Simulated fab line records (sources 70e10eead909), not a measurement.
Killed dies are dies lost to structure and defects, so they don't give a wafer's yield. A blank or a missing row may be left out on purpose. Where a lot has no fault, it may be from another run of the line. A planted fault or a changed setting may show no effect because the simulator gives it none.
fab line records	flow nand_harc
record lots=5	wafers=14	last_day=24
route steps=1159 shown A_M0@1019 A_M1@1026 END@1159
lots that met no fault: from a run of the same line without faults
start_h: the number of hours between the record's first day and the start of the first shown wafer of the lot	wait_h: time in hours since the lot's previous step	" as in the row above	L1.1+2: a single row standing in for several wafers	- no value, or no start given	* or withheld: withheld	< > ~ a bound
route shown NAME@n: NAME is a module with steps in the file, n the number in the route of the first one	usual: the fault-free wafers' mean and standard deviation	same: alike in all rows	chamber/n: place in a boat	sites: readings site by site	_std_site: how widely they spread, as a standard deviation	_edge_site: inner sites' mean taken away from outer sites' mean	radius_mm: how far each site lies from the wafer's centre	mask NAME#n: copy n	behind: the tool/chamber that last shaped the wafer	hold: reason for holding the lot/hours on hold/outcome of the hold	device: the n, p or np transistor that did not switch	end of line: tests of these same wafers at the route's end	step lacking rows: just its recipe	killed: not the wafer's yield, but the dies lost to structure and defects at the first sort	map: a wafer's dies, x killed, . not, _ none there
set.NAME: the run value of the setting; set.NAME@STEP: its run value at that earlier step	model.NAME: the simulator's own value behind a step, which no gauge read
a table for each step, a row for each wafer; lots at some steps of the route
services: from which hour (start_h, from the record's first day; less than 0 if before it) a tool's chamber was out of use, for how many hours, and why
## steps
# step NHARC_A_M0_CMP_23
# recipe t_overpolish_s=20	target_thk_nm=113.75
# usual motor_current_A=12.4/1	retaining_ring_pressure_frac=1.000/0.0049	slurry_flow_ml_min=150.0/0.47	time_to_endpoint_s=30/3.2
lot.wafer	tool	chamber	start_h	wait_h	motor_current_A	retaining_ring_pressure_frac	slurry_flow_ml_min	time_to_endpoint_s
L824.3	cmp-04	1	438.02	-	11.5	1.004	150.7	32
L824.5	"	2	"	"	11.4	1.007	149.6	28
L824.6	"	3	"	"	11.8	1.001	150.3	26
L828.1	cmp-03	3	456.39	-	11.2	1.000	150.7	27
L828.5	"	2	"	"	13.1	1.002	150.1	32
L835.4	cmp-04	2	496.13	-	12.4	0.997	149.8	31
L835.3	"	3	"	"	11.8	1.001	149.9	35
L835.2	"	0	"	"	13.6	1.005	150.1	32
L838.2	cmp-01	3	517.48	-	13.7	1.006	150.1	34
L838.3	"	0	"	"	14.3	1.005	149.8	33
L838.1	"	2	"	"	12.4	0.997	150.9	30
L842.1	cmp-01	0	537.90	-	14.7	1.003	150.6	33
L842.2	"	1	"	"	11.4	1.002	149.6	32
L842.5	"	2	"	"	11.8	1.007	149.8	27
# step NHARC_A_M0_THK_MEAS_24
# recipe thk_meas_gauge=xrf
# usual thk_nm=114.1/1.7
lot.wafer	tool	chamber	start_h	wait_h	thk_nm
L824.3	film_metro-01	-	438.26	-	114.2
L824.5	"	-	"	"	116.1
L824.6	"	-	"	"	116.1
L828.1	film_metro-02	-	456.68	-	113.2
L828.5	"	-	"	"	114.0
L835.2	film_metro-01	-	496.41	-	114.9
L835.3	"	-	"	"	114.1
L835.4	"	-	"	"	113.2
L838.1	film_metro-02	-	517.80	-	112.5
L838.2	"	-	"	"	117.1
L838.3	"	-	"	"	116.1
L842.1	film_metro-02	-	538.16	-	116.0
L842.2	"	-	"	"	114.9
L842.5	"	-	"	"	113.6
# step NHARC_A_M0_SRD_25
# step NHARC_A_M0_INSPECT_27
# usual raw_defect_count=428/94
lot.wafer	tool	chamber	start_h	wait_h	raw_defect_count
L824.3	defect_inspect-01	-	438.42	0.0	451
L824.5	"	-	"	"	368
L824.6	"	-	"	"	462
L828.1	defect_inspect-01	-	456.83	0.0	352
L828.5	"	-	"	"	389
L835.2	defect_inspect-01	-	496.57	0.0	536
L835.3	"	-	"	"	343
L835.4	"	-	"	"	318
L838.1	defect_inspect-02	-	517.96	0.0	402
L838.2	"	-	"	"	418
L838.3	"	-	"	"	353
L842.1	defect_inspect-02	-	538.31	0.0	369
L842.2	"	-	"	"	701
L842.5	"	-	"	"	517
# step NHARC_A_M0_PRE_CLEAN_31
# recipe time_s=12	temp_c=370	rf_power_w=300	gas=NH3
# usual heater_power_w=641/69	susceptor_temp_C=370.00/0.21
lot.wafer	tool	chamber	start_h	wait_h	heater_power_w	susceptor_temp_C
L824.3	pecvd-02	2	438.50	0.1	660	369.84
L824.5	"	1	"	"	724	369.82
L824.6	"	2	"	"	672	369.86
L828.1	pecvd-02	0	456.90	0.1	688	369.83
L828.5	"	2	"	"	651	369.92
L835.3	pecvd-01	1	496.65	0.1	552	370.29
L835.2	"	2	"	"	653	369.91
L835.4	"	1	"	"	528	370.33
L838.2	pecvd-03	2	518.05	0.1	573	370.53
L838.3	"	0	"	"	709	369.98
L838.1	"	1	"	"	514	369.97
L842.1	pecvd-03	2	538.39	0.1	593	370.19
L842.2	"	0	"	"	686	370.02
L842.5	"	0	"	"	706	369.79
# step NHARC_A_M0_DEP_32
# recipe target_thk_a=300	temp_c=370	target_thk_nm=30	pressure_torr=3	flow_sccm=200	rf_w=450	material=SiCN
# usual heater_power_w=594/71	showerhead_vpp_V=1284/94	susceptor_temp_C=370.00/0.22
lot.wafer	tool	chamber	start_h	wait_h	heater_power_w	showerhead_vpp_V	susceptor_temp_C
L824.3	pecvd-02	2	438.61	0.1	553	1155	369.85
L824.5	"	1	"	"	642	1214	370.20
L824.6	"	2	"	"	548	1148	369.93
L828.1	pecvd-02	0	456.98	0.1	606	1456	369.74
L828.5	"	2	"	"	597	1174	370.07
L835.3	pecvd-01	1	496.76	0.1	431	1244	369.94
L835.2	"	2	"	"	646	1401	369.70
L835.4	"	1	"	"	429	1245	370.15
L838.2	pecvd-03	2	518.12	0.1	590	1322	370.36
L838.3	"	0	"	"	684	1317	369.95
L838.1	"	1	"	"	441	1183	370.06
L842.1	pecvd-03	2	538.50	0.1	615	1317	370.39
L842.2	"	0	"	"	627	1322	369.96
L842.5	"	0	"	"	621	1290	370.00
# step NHARC_A_M1_DEP_00
# recipe target_thk_a=1825	target_thk_nm=182.5	temp_c=withheld	pressure_torr=5	flow_sccm=200	rf_w=600	material=SiOC
# step NHARC_A_M1_DEHYDRATE_01
# recipe temp_c=150	time_s=120
# step NHARC_A_M1_HMDS_02
# recipe time_s=30
# step NHARC_A_M1_COAT_34
# recipe temp_c=200	time_s=65
# step NHARC_A_M1_COAT_03
# recipe spin_rpm=1500	resist_thk_nm=90
# step NHARC_A_M1_SOFTBAKE_04
# recipe temp_c=105	time_s=55
# usual heater_power_total_W=188.44/0.14
lot.wafer	tool	chamber	start_h	wait_h	heater_power_total_W
L824.3	litho_track-04	0	439	-	188.44
L824.5	"	0	"	"	188.30
L824.6	"	0	"	"	188.30
L828.1	litho_track-06	0	457	-	188.36
L828.5	"	0	"	"	229.73
L835.2	litho_track-01	0	497	-	188.45
L835.3	"	0	"	"	188.72
L835.4	"	0	"	"	188.74
L838.1	litho_track-04	0	519	-	188.48
L838.2	"	0	"	"	188.43
L838.3	"	0	"	"	188.34
L842.1	litho_track-06	0	539	-	188.32
L842.2	"	0	"	"	188.36
L842.5	"	0	"	"	188.33
# step NHARC_A_M1_EBR_05
# step NHARC_END_SORT_01
# recipe temp_c=25
# usual defect_limited_yield=95.2/1.6	killed_at_array=29/10	killed_at_other=0.7/1.1	killed_at_periphery=3.2/2.2	killed_dies=33/11	killed_open=3.5/1.8	killed_short=2.0/1.4	sort_bin_2_pct=1.5/0.61	sort_bin_3_pct=0.29/0.22	sort_bin_4_pct=3.1/1.1	sort_n_pass=644/11	sort_rim_yield_pct=95/3.3	sort_yield_pct=95.2/1.6
# same gross_dies=677	sort_bin_5_pct[%]=0	sort_bin_6_pct[%]=0	sort_bin_7_pct[%]=0	sort_bin_8_pct[%]=0	sort_rim_n_gross=106.00
lot.wafer	tool	chamber	start_h	wait_h	defect_limited_yield[%]	killed_at_array	killed_at_other	killed_at_periphery	killed_dies	killed_open	killed_short	sort_bin_2_pct[%]	sort_bin_3_pct[%]	sort_bin_4_pct[%]	sort_n_pass	sort_rim_yield_pct[%]	sort_yield_pct[%]
L828.1	prober-02	0	498.24	2.5	95.0	29	1	4	34	2	1	1.3	0.44	3.2	643	92	95.0
L828.5	prober-02	0	501.44	3.7	94.8	28	0	7	35	0	4	2.1	0.30	2.8	642	95	94.8
L835.2	prober-02	0	542.95	2.8	95.3	30	0	2	32	2	1	1.8	0.15	2.8	645	92	95.3
L835.3	prober-02	0	543.75	3.1	94.8	33	0	2	35	2	1	2.2	0.59	2.4	642	94	94.8
L835.4	prober-02	0	544.56	3.4	94.1	38	0	2	40	1	2	1.3	0.74	3.8	637	95	94.1
L842.1	prober-01	0	576.27	2.5	95.7	25	0	4	29	5	6	1.3	0.30	2.7	648	97	95.7
L842.2	prober-01	0	577.09	2.9	96.0	21	0	6	27	6	1	1.6	0.30	2.1	650	92	96.0
L842.5	prober-01	0	579.55	3.8	95.9	25	0	3	28	6	2	1.2	0.30	2.7	649	95	95.9
# killed by level:class
L828.1 A_SLIT:chamber_film_flake=9 A_STAIRCASE:chamber_film_flake=7 A_CHANNEL_HOLE_D1:chamber_film_flake=4 P_STI:chamber_film_flake=3 A_CONTACT:chamber_film_flake=3 A_WL_FILL:chamber_film_flake=2 A_BONDPAD:chamber_film_flake=2 P_CONTACT:geometric_particle:open=1
L828.5 A_SLIT:chamber_film_flake=10 A_STAIRCASE:chamber_film_flake=6 A_BONDPAD:chamber_film_flake=4 P_M0:chamber_film_flake=4 A_CHANNEL_HOLE_D1:chamber_film_flake=4 P_STI:chamber_film_flake=2 P_STI:geometric_particle:short=1 A_WL_FILL:geometric_particle:short=1
L835.2 A_CHANNEL_HOLE_D1:chamber_film_flake=11 A_SLIT:chamber_film_flake=9 A_CONTACT:chamber_film_flake=3 A_CHANNEL_FILL_D1:chamber_film_flake=2 A_CHANNEL_FILL_D1:geometric_particle:open=1 A_CHANNEL_FILL_D1:geometric_particle:short=1 A_M0:geometric_particle:open=1 P_STI:chamber_film_flake=1
L835.3 A_CHANNEL_HOLE_D1:chamber_film_flake=18 A_SLIT:chamber_film_flake=9 P_STI:chamber_film_flake=2 A_CONTACT:chamber_film_flake=2 A_SGD_CUT:geometric_particle:short=1 A_CONTACT:geometric_particle:open=1 A_M1:geometric_particle:open=1 A_WL_FILL:chamber_film_flake=1
L835.4 A_CHANNEL_HOLE_D1:chamber_film_flake=20 A_SLIT:chamber_film_flake=13 A_WL_FILL:geometric_particle:short=2 P_GATE:geometric_particle:open=1 P_STI:chamber_film_flake=1 A_STAIRCASE:chamber_film_flake=1 A_CONTACT:chamber_film_flake=1 A_M1:chamber_film_flake=1
L842.1 A_CHANNEL_HOLE_D1:chamber_film_flake=9 A_ONON_D1:geometric_particle:short=3 A_CONTACT:geometric_particle:open=3 P_GATE:chamber_film_flake=2 A_ZERO_WELL:chamber_film_flake=2 A_M1:chamber_film_flake=2 P_M1:geometric_particle:open=1 A_ONON_D1:geometric_particle:open=1
L842.2 A_CHANNEL_HOLE_D1:chamber_film_flake=8 A_M1:chamber_film_flake=4 A_CONTACT:geometric_particle:open=2 P_ZERO_WELL:chamber_film_flake=2 P_M1:chamber_film_flake=2 A_WL_FILL:chamber_film_flake=2 P_GATE:geometric_particle:open=1 A_ONON_D1:geometric_particle:short=1
L842.5 A_CHANNEL_HOLE_D1:chamber_film_flake=7 A_WL_FILL:chamber_film_flake=4 A_STAIRCASE:chamber_film_flake=3 A_M0:geometric_particle:open=2 A_SGD_CUT:chamber_film_flake=2 A_M1:chamber_film_flake=2 P_CONTACT:geometric_particle:short=1 P_CONTACT:geometric_particle:open=1
## services
tool	chamber	start_h	hours	kind
cmp-03	-	414.55	3.9	repair
cmp-01	-	415.29	2.8	repair
pecvd-01	-	418.40	13.0	pm
cmp-01	-	425.33	1.7	repair
cmp-03	-	429.16	0.6	repair
litho_track-01	-	443.00	7.0	pm
cmp-03	-	450.00	4.0	pm
cmp-04	-	461.21	1.9	repair
cmp-04	-	466.23	4.2	repair
litho_track-06	-	467.00	7.0	pm
cmp-03	-	468.35	0.7	repair
pecvd-03	-	473.23	13.0	pm
pecvd-03	0	473.23	13.0	vent_cycle
cmp-01	-	473.50	4.0	pm
pecvd-02	0	486.94	3.9	repair
litho_track-04	-	491.00	7.0	pm
cmp-01	-	492.15	7.7	repair
cmp-04	-	497.21	4.0	pm
cmp-01	-	513.85	2.9	repair
cmp-03	-	514.12	0.9	repair
pecvd-02	-	515.20	13.0	pm
cmp-01	-	523.30	0.8	repair
cmp-03	-	523.79	0.6	repair
cmp-03	-	529.96	3.3	repair
## key
first_sign step=NHARC_A_M1_SOFTBAKE_04	reading=heater_power_total_W	direction=up	sigmas=99+	usual=*	struck=*
effect none on later readings
met_at NHARC_A_M1_SOFTBAKE_04
struck_wafers L828.5
fault kind=process_parameter_drift	tool=litho_track-06	chamber=-	onset_h=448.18	steps=NHARC_A_M1_SOFTBAKE_04	channel=time_s	offset=*	shape=step	end_h=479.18	scope=struck_wafers_only	acts_in=*	stated=*
